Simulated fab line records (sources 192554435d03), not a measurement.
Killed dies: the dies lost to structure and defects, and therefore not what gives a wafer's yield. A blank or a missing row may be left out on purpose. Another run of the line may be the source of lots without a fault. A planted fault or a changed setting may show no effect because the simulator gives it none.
Matching of chambers + flow n5 finfet + N5_BEOL_M3_PRE_CLEAN_60 on cvd co-01 has 3 sister chambers
The step time 15 s. 36 wafers are shown with their chamber, then 12 later ones without.

WAFERS PAIRED WITH THEIR CHAMBERS
| wafer  | chamber | heater power w (W) |
|--------|---------|--------------------|
| L075.1 | 1       | 110                |
| L075.3 | 0       | 69                 |
| L075.6 | 1       | 110                |
| L077.1 | 1       | 113                |
| L077.2 | 0       | 70                 |
| L077.5 | 1       | 110                |
| L076.1 | 2       | 75                 |
| L076.3 | 1       | 111                |
| L076.5 | 2       | 76                 |
| L078.1 | 2       | 79                 |
| L078.3 | 0       | 71                 |
| L078.5 | 1       | 113                |
| L081.3 | 0       | 69                 |
| L081.4 | 1       | 111                |
| L081.5 | 2       | 78                 |
| L083.3 | 1       | 115                |
| L083.4 | 2       | 78                 |
| L083.5 | 0       | 71                 |
| L084.4 | 1       | 112                |
| L084.5 | 0       | 70                 |
| L084.6 | 2       | 75                 |
| L085.2 | 0       | 72                 |
| L085.4 | 1       | 110                |
| L085.5 | 2       | 79                 |
| L086.1 | 1       | 111                |
| L086.2 | 2       | 78                 |
| L086.6 | 2       | 79                 |
| L088.1 | 1       | 114                |
| L088.4 | 1       | 113                |
| L088.5 | 2       | 80                 |
| L090.3 | 1       | 113                |
| L090.4 | 1       | 111                |
| L090.6 | 0       | 71                 |
| L091.1 | 0       | 72                 |
| L091.2 | 1       | 112                |
| L091.6 | 1       | 115                |

SIGNATURES, as means of the wafers listed above
| reading        | chamber 0 | chamber 1 | chamber 2 | scatter within a chamber |
|----------------|-----------|-----------|-----------|--------------------------|
| heater power w | 70.56     | 112.00    | 77.70     | 1.6                      |
Rule: a wafer lies at a distance from a chamber equal to the root of the sum of squares, over the readings, of (its reading less the chamber's mean, divided by the reading's scatter). If the next closest chamber is less than 2 further off than the closest, the wafer can't be placed; otherwise it belongs to the closest. How the scatter is found: for the shown wafers, subtract from each reading the mean of its chamber, square and add these, divide the total by (wafers less chambers), then take the root.

WAFERS WITHOUT THEIR CHAMBER
| wafer  | heater power w (W) |
|--------|--------------------|
| L092.1 | 74                 |
| L092.2 | 113                |
| L092.3 | 78                 |
| L093.3 | 78                 |
| L093.4 | 80                 |
| L093.6 | 109                |
| L095.1 | 70                 |
| L095.4 | 113                |
| L095.5 | 77                 |
| L094.1 | 72                 |
| L094.4 | 78                 |
| L094.6 | 71                 |

EACH ONE'S CHAMBER
| wafer  | from the rows above     | in truth |
|--------|-------------------------|----------|
| L092.1 | can't be placed: 0 or 2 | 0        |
| L092.2 | 1                       | 1        |
| L092.3 | 2                       | 2        |
| L093.3 | 2                       | 2        |
| L093.4 | 2                       | 2        |
| L093.6 | 1                       | 1        |
| L095.1 | 0                       | 0        |
| L095.4 | 1                       | 1        |
| L095.5 | 2                       | 2        |
| L094.1 | 0                       | 0        |
| L094.4 | 2                       | 2        |
| L094.6 | 0                       | 0        |
11 of 12 placed correctly. Unplaceable from these rows: 1, with the true chamber sitting among the candidates in 1. Placed wrongly: 0.
